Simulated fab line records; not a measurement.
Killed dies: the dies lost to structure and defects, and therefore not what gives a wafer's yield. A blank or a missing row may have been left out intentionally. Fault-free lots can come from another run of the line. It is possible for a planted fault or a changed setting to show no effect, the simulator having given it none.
fab line records ; flow n5-finfet
[record] lots = 10; wafers = 28; last-day = 16
route steps=1938 shown BEOL_M3@1003 BEOL_M4@1036 PASSIVATION@1936
lots with no fault: from the same line, run without faults
start-h: the number of hours between the record's first day and the start of the first shown wafer of the lot ; wait-h: hours elapsed since this lot's preceding step ; " repeats the value in the row above ; L1.1+2: a row that stands for several wafers ; - either no value or no given start ; * or withheld: withheld ; < > ~ a bound
route shown NAME@n: names a module that has steps shown in the file, with the first one's number in the route ; usual: mean/standard deviation of fault-free wafers ; same: alike in all rows ; chamber/n: place in a boat ; sites: readings site by site ; _std_site: their standard deviation ; _edge_site: inner sites' mean taken away from outer sites' mean ; radius-mm: for every site, how far away it sits from the centre of the wafer ; mask NAME#n: copy n ; behind: the most recent tool/chamber to have shaped the wafer ; hold: cause of the lot's hold/its duration in hours/its outcome ; device: the n, p or np transistor that did not switch ; end of line: the tests these same wafers got at the end of their route ; where a step has no rows: the recipe by itself ; killed: not the wafer's yield, but the dies lost to structure and defects at the first sort ; map: per-die view of a wafer (x killed, . not killed, _ where there is no die)
set.NAME: the run value of the setting; set.NAME@STEP: its run value at that earlier step ; model.NAME: the simulator's own value behind a step, which no gauge read
a sample of lots followed through the steps of the route, with each step as a table and each wafer as a row
services: the hour from which a tool's chamber was out of use, counted from the record's first day as start-h (under 0 if before that day), plus the number of hours and why
[[steps]]
[step N5_BEOL_M3_ANNEAL_89]
[recipe] temp-c = 400; time-s = 240; ambient = vacuum
[usual] heater-power-w = 816/76
lot.wafer;tool;chamber;start-h;wait-h;heater-power-w
L881.3;pvd-sputter-03;-;164.48;0.0;837
L881.4;pvd-sputter-03;-;164.48;0.0;890
L882.2;pvd-sputter-03;-;166.72;0.0;861
L882.4;pvd-sputter-03;-;166.72;0.0;828
L882.6;pvd-sputter-03;-;166.72;0.0;907
L884.1;pvd-sputter-02;-;180.48;0.0;861
L884.5;pvd-sputter-02;-;180.48;0.0;744
L883.4;pvd-sputter-01;-;180.58;0.0;680
L883.5;pvd-sputter-01;-;180.58;0.0;669
L883.6;pvd-sputter-01;-;180.58;0.0;836
L885.2;pvd-sputter-01;-;184.54;0.0;888
L885.3;pvd-sputter-01;-;184.54;0.0;837
L885.6;pvd-sputter-01;-;184.54;0.0;855
L888.1;pvd-sputter-03;-;212.97;0.0;852
L888.3;pvd-sputter-03;-;212.97;0.0;836
L888.4;pvd-sputter-03;-;212.97;0.0;895
L889.1;pvd-sputter-01;-;219.42;0.0;860
L889.2;pvd-sputter-01;-;219.42;0.0;862
L889.4;pvd-sputter-01;-;219.42;0.0;891
L893.4;pvd-sputter-02;-;239.34;0.0;764
L893.5;pvd-sputter-02;-;239.34;0.0;860
L893.6;pvd-sputter-02;-;239.34;0.0;914
L894.2;pvd-sputter-01;-;246.83;0.0;662
L894.5;pvd-sputter-01;-;246.83;0.0;886
L894.6;pvd-sputter-01;-;246.83;0.0;839
L897.2;pvd-sputter-03;-;263.50;0.0;889
L897.4;pvd-sputter-03;-;263.50;0.0;820
L897.5;pvd-sputter-03;-;263.50;0.0;814
[step N5_BEOL_M3_ANNEAL_91]
[recipe] temp-c = 400; time-s = 240; ambient = vacuum
[usual] heater-power-w = 815/75
lot.wafer;tool;chamber;start-h;wait-h;heater-power-w
L881.3;pvd-sputter-03;-;164.70;0.0;823
L881.4;pvd-sputter-03;-;164.70;0.0;867
L882.2;pvd-sputter-03;-;166.94;0.0;827
L882.4;pvd-sputter-03;-;166.94;0.0;840
L882.6;pvd-sputter-03;-;166.94;0.0;883
L884.1;pvd-sputter-02;-;180.70;0.0;849
L884.5;pvd-sputter-02;-;180.70;0.0;744
L883.4;pvd-sputter-01;-;180.80;0.0;677
L883.5;pvd-sputter-01;-;180.80;0.0;681
L883.6;pvd-sputter-01;-;180.80;0.0;859
L885.2;pvd-sputter-01;-;184.76;0.0;896
L885.3;pvd-sputter-01;-;184.76;0.0;851
L885.6;pvd-sputter-01;-;184.76;0.0;853
L888.1;pvd-sputter-03;-;213.19;0.0;842
L888.3;pvd-sputter-03;-;213.19;0.0;835
L888.4;pvd-sputter-03;-;213.19;0.0;878
L889.1;pvd-sputter-01;-;219.64;0.0;851
L889.2;pvd-sputter-01;-;219.64;0.0;826
L889.4;pvd-sputter-01;-;219.64;0.0;885
L893.4;pvd-sputter-02;-;239.56;0.0;759
L893.5;pvd-sputter-02;-;239.56;0.0;861
L893.6;pvd-sputter-02;-;239.56;0.0;906
L894.2;pvd-sputter-01;-;247.05;0.0;664
L894.5;pvd-sputter-01;-;247.05;0.0;901
L894.6;pvd-sputter-01;-;247.05;0.0;848
L897.2;pvd-sputter-03;-;263.72;0.0;884
L897.4;pvd-sputter-03;-;263.72;0.0;830
L897.5;pvd-sputter-03;-;263.72;0.0;841
[step N5_BEOL_M3_CMP_52]
[recipe] stop-on = SiOC; t-overpolish-s = 6.8; down-force-psi = 1; platen-rpm = 50; clearing-platen-down-force-psi = 1.5; clearing-platen-rpm = 50; post-cmp-clean = cu-alkaline; target-thk-nm = 40; clearing-platen-pad-velocity-m-s = 0.99484; pad-velocity-m-s = 0.99484
[usual] barrier-field-endpoint-s = 24.7/0.71; clearing-platen-down-force-psi = 1.4999/0.0028; motor-current-A = 6.1/0.6; overpolish-run-s = 6.800/0.0087; time-to-endpoint-s = 63/3.8
lot.wafer;tool;chamber;start-h;wait-h;barrier-field-endpoint-s;clearing-platen-down-force-psi;motor-current-A;overpolish-run-s;time-to-endpoint-s
L881.3;cmp-03;3;165.85;0.2;24.9;1.5011;5.4;6.804;65
L881.4;cmp-03;0;165.85;0.2;23.8;1.5012;7.3;6.796;58
L882.2;cmp-02;0;168.02;0.2;25.3;1.5015;6.0;6.807;65
L882.4;cmp-02;3;168.02;0.2;24.4;1.5011;6.2;6.803;62
L882.6;cmp-02;1;168.02;0.2;24.6;1.4955;6.9;6.795;63
L884.1;cmp-04;2;181.85;0.3;24.9;1.5001;4.9;6.793;66
L884.5;cmp-04;0;181.85;0.3;25.8;1.4996;6.1;6.811;68
L883.4;cmp-02;1;181.87;0.1;24.5;1.5017;6.6;6.800;64
L883.6;cmp-02;1;181.87;0.1;24.5;1.5035;6.5;6.805;62
L883.5;cmp-02;2;181.87;0.1;24.8;1.4988;5.6;6.800;62
L885.2;cmp-03;3;185.93;0.2;25.0;1.5015;5.6;6.808;65
L885.3;cmp-03;0;185.93;0.2;24.8;1.5014;7.2;6.789;56
L885.6;cmp-03;3;185.93;0.2;25.8;1.5014;5.4;6.797;65
L888.1;cmp-02;2;214.31;0.3;23.8;1.4988;5.5;6.777;59
L888.3;cmp-02;3;214.31;0.3;24.7;1.4968;6.3;6.801;65
L888.4;cmp-02;0;214.31;0.3;25.5;1.5001;6.0;6.799;67
L889.1;cmp-04;3;221.02;0.5;24.0;1.4969;7.2;6.805;56
L889.4;cmp-04;0;221.02;0.5;25.1;1.4982;6.1;6.806;66
L889.2;cmp-04;1;221.02;0.5;24.7;1.4946;6.3;6.801;67
L893.4;cmp-04;3;240.74;0.2;24.0;1.5010;7.1;6.805;57
L893.6;cmp-04;0;240.74;0.2;26.0;1.5010;5.7;6.809;65
L893.5;cmp-04;1;240.74;0.2;24.7;1.4990;6.3;6.789;66
L894.2;cmp-03;0;248.24;0.3;24.0;1.5026;6.9;6.797;60
L894.5;cmp-03;1;248.24;0.3;24.4;1.5007;5.8;6.795;60
L894.6;cmp-03;2;248.24;0.3;24.9;1.4946;6.3;6.783;60
L897.4;cmp-03;2;264.83;0.2;23.7;1.4986;6.5;6.801;58
L897.2;cmp-03;0;264.83;0.2;23.5;1.5027;7.0;6.805;55
L897.5;cmp-03;1;264.83;0.2;24.4;1.4974;5.7;6.800;62
[step N5_BEOL_M3_CO_CAP_55]
[recipe] material = Co; target-thk-a = 20; temp-c = 200; precursor = CCTBA/H2; pressure-torr = 30; time-s = 102.1
[usual] heater-power-outer-w = 123/8.7; heater-power-w = 234/9.5
lot.wafer;tool;chamber;start-h;wait-h;heater-power-outer-w;heater-power-w
L881.3;cvd-co-02;0;166.15;0.0;130;230
L881.4;cvd-co-02;1;166.15;0.0;115;231
L882.2;cvd-co-02;0;168.39;0.0;132;238
L882.4;cvd-co-02;1;168.39;0.0;115;232
L882.6;cvd-co-02;0;168.39;0.0;132;234
L884.1;cvd-co-01;2;182.29;0.0;120;249
L884.5;cvd-co-01;2;182.29;0.0;122;242
L883.4;cvd-co-01;0;182.44;0.0;130;245
L883.5;cvd-co-01;1;182.44;0.0;135;238
L883.6;cvd-co-01;2;182.44;0.0;120;238
L885.2;cvd-co-01;1;186.30;0.0;137;236
L885.3;cvd-co-01;2;186.30;0.0;120;245
L885.6;cvd-co-01;2;186.30;0.0;119;240
L888.1;cvd-co-02;0;214.69;0.0;126;231
L888.3;cvd-co-02;1;214.69;0.0;119;235
L888.4;cvd-co-02;2;214.69;0.0;112;212
L889.1;cvd-co-02;0;221.36;0.0;129;237
L889.2;cvd-co-02;1;221.36;0.0;117;227
L889.4;cvd-co-02;0;221.36;0.0;130;237
L893.4;cvd-co-02;2;241.04;0.0;111;217
L893.5;cvd-co-02;0;241.04;0.0;133;230
L893.6;cvd-co-02;1;241.04;0.0;116;234
L894.2;cvd-co-02;2;248.50;0.0;112;218
L894.5;cvd-co-02;1;248.50;0.0;115;232
L894.6;cvd-co-02;0;248.50;0.0;130;234
L897.2;cvd-co-01;1;265.16;0.0;138;235
L897.4;cvd-co-01;0;265.16;0.0;133;245
L897.5;cvd-co-01;1;265.16;0.0;134;241
[step N5_BEOL_M3_INSPECT_59]
[recipe] inspect-instrument = darkfield; mode = post-dep
[usual] raw-defect-count = 70/23
lot.wafer;tool;chamber;start-h;wait-h;raw-defect-count
L881.3;defect-inspect-01;-;166.36;0.0;37
L881.4;defect-inspect-01;-;166.36;0.0;57
L882.2;defect-inspect-01;-;168.60;0.0;49
L882.4;defect-inspect-01;-;168.60;0.0;58
L882.6;defect-inspect-01;-;168.60;0.0;47
L884.1;defect-inspect-01;-;182.50;0.0;66
L884.5;defect-inspect-01;-;182.50;0.0;85
L883.4;defect-inspect-01;-;182.63;0.0;38
L883.5;defect-inspect-01;-;182.63;0.0;91
L883.6;defect-inspect-01;-;182.63;0.0;49
L885.2;defect-inspect-02;-;186.51;0.0;98
L885.3;defect-inspect-02;-;186.51;0.0;71
L885.6;defect-inspect-02;-;186.51;0.0;58
L888.1;defect-inspect-02;-;214.89;0.0;52
L888.3;defect-inspect-02;-;214.89;0.0;66
L888.4;defect-inspect-02;-;214.89;0.0;58
L889.1;defect-inspect-01;-;221.57;0.0;35
L889.2;defect-inspect-01;-;221.57;0.0;51
L889.4;defect-inspect-01;-;221.57;0.0;24
L893.4;defect-inspect-02;-;241.21;0.0;856
L893.5;defect-inspect-02;-;241.21;0.0;909
L893.6;defect-inspect-02;-;241.21;0.0;915
L894.2;defect-inspect-01;-;248.74;0.0;972
L894.5;defect-inspect-01;-;248.74;0.0;933
L894.6;defect-inspect-01;-;248.74;0.0;1028
L897.2;defect-inspect-02;-;265.37;0.0;49
L897.4;defect-inspect-02;-;265.37;0.0;90
L897.5;defect-inspect-02;-;265.37;0.0;74
[step N5_BEOL_M4_INSPECT_13]
[recipe] mode = adi; inspect-instrument = brightfield
[usual] raw-defect-count = 420/110
lot.wafer;tool;chamber;start-h;wait-h;raw-defect-count
L881.3;defect-inspect-02;-;169.59;0.0;412
L881.4;defect-inspect-02;-;169.59;0.0;590
L882.2;defect-inspect-01;-;170.11;0.0;314
L882.4;defect-inspect-01;-;170.11;0.0;290
L882.6;defect-inspect-01;-;170.11;0.0;361
L884.1;defect-inspect-02;-;183.19;0.1;342
L884.5;defect-inspect-02;-;183.19;0.1;540
L883.4;defect-inspect-01;-;183.81;0.0;251
L883.5;defect-inspect-01;-;183.81;0.0;343
L883.6;defect-inspect-01;-;183.81;0.0;331
L885.2;defect-inspect-02;-;191.25;0.0;376
L885.3;defect-inspect-02;-;191.25;0.0;384
L885.6;defect-inspect-02;-;191.25;0.0;317
L888.1;defect-inspect-01;-;216.06;0.1;314
L888.3;defect-inspect-01;-;216.06;0.1;355
L888.4;defect-inspect-01;-;216.06;0.1;329
L889.1;defect-inspect-02;-;223.43;0.1;373
L889.2;defect-inspect-02;-;223.43;0.1;368
L889.4;defect-inspect-02;-;223.43;0.1;542
L893.4;defect-inspect-01;-;242.48;0.0;1227
L893.5;defect-inspect-01;-;242.48;0.0;1342
L893.6;defect-inspect-01;-;242.48;0.0;1313
L894.2;defect-inspect-01;-;250.21;0.0;1390
L894.5;defect-inspect-01;-;250.21;0.0;1392
L894.6;defect-inspect-01;-;250.21;0.0;1433
L897.2;defect-inspect-02;-;267.62;0.0;343
L897.4;defect-inspect-02;-;267.62;0.0;489
L897.5;defect-inspect-02;-;267.62;0.0;455
[step N5_BEOL_M4_RC_MEAS_101]
[usual] DIBL_N = 36.9/2.1; DIBL_P = 37.1/2.5; IOFF_N = 0.17/0.039; IOFF_P = 0.23/0.043; ION_N = 673/15; ION_P = 462/9.1; SS_N = 71.8/0.69; SS_P = 73.6/0.74; VT_N = 250/3.6; VT_P = -249.7/2.9
lot.wafer;tool;chamber;start-h;wait-h;DIBL_N[mV/V];DIBL_P[mV/V];IOFF_N[nA/um];IOFF_P[nA/um];ION_N[uA/um];ION_P[uA/um];SS_N[mV/dec];SS_P[mV/dec];VT_N[mV];VT_P[mV]
L882.2;prober-01;0;180.79;0.2;33.5;33.0;0.12;0.17;677;465;70.8;72.1;254;-252.8
L882.4;prober-01;0;180.79;0.2;35.6;35.0;0.15;0.19;665;453;71.1;72.9;249;-252.3
L882.6;prober-01;0;180.79;0.2;35.8;35.6;0.14;0.19;667;452;70.7;73.2;251;-250.6
L881.3;prober-02;0;181.22;0.3;40.9;43.9;0.29;0.35;703;476;72.5;75.0;241;-245.6
L881.4;prober-02;0;181.22;0.3;39.4;41.2;0.23;0.29;682;461;72.1;74.2;245;-245.4
L884.1;prober-01;0;195.75;0.0;38.2;38.3;0.17;0.27;664;468;71.4;73.9;247;-245.9
L884.5;prober-01;0;195.75;0.0;40.7;40.6;0.23;0.31;681;468;72.2;74.6;247;-244.4
L883.4;prober-02;0;197.94;0.5;35.4;35.1;0.14;0.20;662;456;71.9;74.4;255;-251.6
L883.5;prober-02;0;197.94;0.5;34.6;34.5;0.14;0.19;659;451;72.0;73.8;254;-250.6
L883.6;prober-02;0;197.94;0.5;37.6;37.6;0.18;0.22;683;469;72.3;74.3;251;-250.2
L885.2;prober-01;0;198.34;0.2;35.2;34.9;0.13;0.19;657;453;71.6;72.6;254;-252.9
L885.3;prober-01;0;198.34;0.2;38.6;38.4;0.20;0.26;673;462;71.9;73.9;250;-246.8
L885.6;prober-01;0;198.34;0.2;39.4;39.8;0.21;0.27;680;467;71.9;73.5;245;-245.6
L888.1;prober-01;0;224.72;0.0;43.2;41.7;0.28;0.34;689;465;73.0;75.6;243;-247.7
L888.3;prober-01;0;224.72;0.0;38.0;35.4;0.17;0.21;659;447;71.8;73.8;251;-252.2
L888.4;prober-01;0;224.72;0.0;35.8;34.8;0.14;0.21;682;467;70.4;73.4;250;-249.3
L889.1;prober-02;0;230.13;0.0;35.7;36.2;0.15;0.23;671;473;71.8;74.2;254;-250.8
L889.2;prober-02;0;230.13;0.0;33.3;32.3;0.12;0.17;657;459;70.3;73.5;255;-253.7
L889.4;prober-02;0;230.13;0.0;36.0;36.7;0.16;0.24;659;458;71.3;74.0;250;-248.8
L893.4;prober-01;0;257.96;0.5;38.0;37.7;0.16;0.23;663;456;71.7;73.1;253;-248.8
L893.5;prober-01;0;257.96;0.5;36.4;35.8;0.13;0.19;664;461;70.7;73.1;257;-252.7
L893.6;prober-01;0;257.96;0.5;38.3;39.0;0.18;0.26;683;469;71.3;74.0;250;-245.5
L894.2;prober-02;0;259.98;0.2;39.5;38.7;0.20;0.21;673;460;72.6;74.1;250;-253.2
L894.5;prober-02;0;259.98;0.2;39.0;40.2;0.19;0.24;670;459;71.9;74.9;248;-250.4
L894.6;prober-02;0;259.98;0.2;37.3;38.4;0.16;0.21;678;463;71.5;73.8;250;-253.3
L897.2;prober-01;0;279.56;0.2;34.4;34.4;0.12;0.16;665;450;71.6;73.0;254;-251.9
L897.4;prober-01;0;279.56;0.2;37.2;37.1;0.17;0.19;671;457;71.5;73.6;249;-252.1
L897.5;prober-01;0;279.56;0.2;38.1;38.7;0.19;0.22;687;462;71.6;73.9;246;-250.4
[step N5_PASSIVATION_PROBE_49]
[usual] defect-limited-yield = 91.3/1.4; killed_at_M0_to_M3 = 32/9.5; killed_at_M4_up = 14/5.2; killed-at-contacts = 13/5.7; killed-at-front-end = 41/12; killed-at-other = 3.5/2.6; killed-dies = 103/17; killed-on-rim = 14/4; killed-open = 68/14; killed-short = 32/7; sort_bin_4_leakage = 0.01/0.051; sort_bin_5_function = 5.0/0.91; sort_bin_6_memory = 3.3/0.7; sort_bin_8_speed = 0.03/0.22; sort-n-pass = 1076/17; sort-yield-pct = 91.2/1.4
[same] gross-dies = 1180; killed-at-back-side = 0
lot.wafer;tool;chamber;start-h;wait-h;defect-limited-yield[%];killed_at_M0_to_M3;killed_at_M4_up;killed-at-contacts;killed-at-front-end;killed-at-other;killed-dies;killed-on-rim;killed-open;killed-short;sort_bin_4_leakage[%];sort_bin_5_function[%];sort_bin_6_memory[%];sort_bin_8_speed[%];sort-n-pass;sort-yield-pct[%]
L894.2;prober-01;-;358.78;0.1;88.3;87;10;15;25;1;138;19;52;26;0;6.1;3.4;0;1042;88.3
L894.5;prober-01;-;358.93;0.2;80.8;166;15;13;31;1;226;8;56;33;0;11.3;3.9;0;954;80.8
L894.6;prober-01;-;358.98;0.3;83.4;138;15;14;27;2;196;24;50;29;0;9.2;4.2;0;984;83.4
L893.4;prober-02;-;359.39;0.2;85.1;90;13;21;47;5;176;27;75;40;0;7.5;4.7;0;1004;85.1
L893.5;prober-02;-;359.44;0.2;79.4;147;11;21;57;7;243;34;78;50;0;12.1;5.2;0;937;79.4
L893.6;prober-02;-;359.49;0.3;80.6;153;20;8;44;4;229;7;54;31;0;11.7;3.8;0;951;80.6
// killed by level:class
L894.2 BEOL_M3:unspecified=60 MOL_CONTACT_COAG:geometric-particle:open=12 FIN_SAQP:geometric-particle:open=6 ILD0:geometric-particle:open=5 BEOL_M1:geometric-particle:open=5 BEOL_M3:geometric-particle:open=5 FIN_SAQP:geometric-particle:short=4 BEOL_M4:geometric-particle:open=4
L894.5 BEOL_M3:unspecified=135 MOL_CONTACT_COAG:geometric-particle:open=11 BEOL_M3:geometric-particle:open=7 BEOL_M4:geometric-particle:short=7 FIN_SAQP:geometric-particle:open=6 BEOL_M0_SAQP:geometric-particle:open=6 BEOL_M0_SAQP:geometric-particle:short=6 DUMMY_GATE:geometric-particle:open=4
L894.6 BEOL_M3:unspecified=117 MOL_CONTACT_COAG:geometric-particle:open=12 BEOL_M0_SAQP:geometric-particle:short=6 FIN_SAQP:geometric-particle:open=5 BEOL_M4:geometric-particle:short=5 DUMMY_GATE:geometric-particle:short=4 FIN_SAQP:geometric-particle:short=3 STI_FIN_REVEAL:geometric-particle:open=3
L893.4 BEOL_M3:unspecified=52 MOL_CONTACT_COAG:geometric-particle:open=20 BEOL_M0_SAQP:geometric-particle:short=16 FIN_SAQP:geometric-particle:open=9 HKMG_FIN:area-etch=9 GATE_CUT:geometric-particle:open=8 BEOL_M0_SAQP:geometric-particle:open=7 BEOL_M0:geometric-particle:open=7
L893.5 BEOL_M3:unspecified=112 MOL_CONTACT_COAG:geometric-particle:open=14 FIN_SAQP:geometric-particle:open=13 FIN_SAQP:geometric-particle:short=10 BEOL_M0_SAQP:geometric-particle:short=10 GATE_CUT:geometric-particle:short=8 BEOL_M0_SAQP:geometric-particle:open=8 MOL_CONTACT_COAG:geometric-particle:short=7
L893.6 BEOL_M3:unspecified=137 BEOL_M4:geometric-particle:open=14 FIN_SAQP:geometric-particle:open=11 HKMG_FIN:area-etch=7 GATE_CUT:geometric-particle:short=6 STI_FIN_REVEAL:geometric-particle:open=5 BEOL_M0_SAQP:geometric-particle:short=5 FIN_SAQP:geometric-particle:short=4
[[services]]
tool;chamber;start-h;hours;kind
cmp-03;-;143.34;0.6;repair
cmp-02;-;154.51;1.9;repair
cmp-04;-;172.72;1.8;repair
cvd-co-02;0;178.70;4.6;repair
cmp-03;-;181.47;0.4;repair
cmp-03;-;186.22;2.4;repair
cmp-03;-;188.99;0.4;repair
cmp-02;-;220.16;0.4;repair
cmp-03;-;220.80;0.6;repair
cmp-02;-;235.04;8.3;pm
cmp-02;-;253.42;4.0;pm
cmp-04;-;256.08;18.7;pm
cmp-02;-;257.42;-;consumable-replace:conditioner
cmp-02;-;257.42;-;consumable-replace:pad
cvd-co-02;-;261.61;0.6;repair
cmp-02;-;263.62;0.2;repair
[[key]]
[first-sign] step = N5_BEOL_M3_INSPECT_59; reading = raw-defect-count; direction = up; sigmas = 38; usual = 70; struck = 936
[effect] step = N5_BEOL_M4_INSPECT_13; reading = raw-defect-count; direction = up; sigmas = 8.4; usual = 420; struck = 1350
[effect] step = N5_PASSIVATION_PROBE_49; reading = killed_at_M0_to_M3; direction = up; sigmas = 10; usual = 32; struck = 130
[more-kills-born-at] N5_BEOL_M3_CO_CAP_55@cvd-co-02 = 613
met-at N5_BEOL_M3_CO_CAP_55
struck-lots L893,L894
not-acting-at N5_BEOL_M3_ANNEAL_89,N5_BEOL_M3_ANNEAL_91,N5_BEOL_M3_CMP_52
onset-between 221.36 241.04
[fault] kind = chamber-particle-source; tool = cvd-co-02; chamber = -; onset-h = 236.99; steps = N5_BEOL_M3_CO_CAP_55; rate-per-visit-cm2 = 1.3124; end-h = 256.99
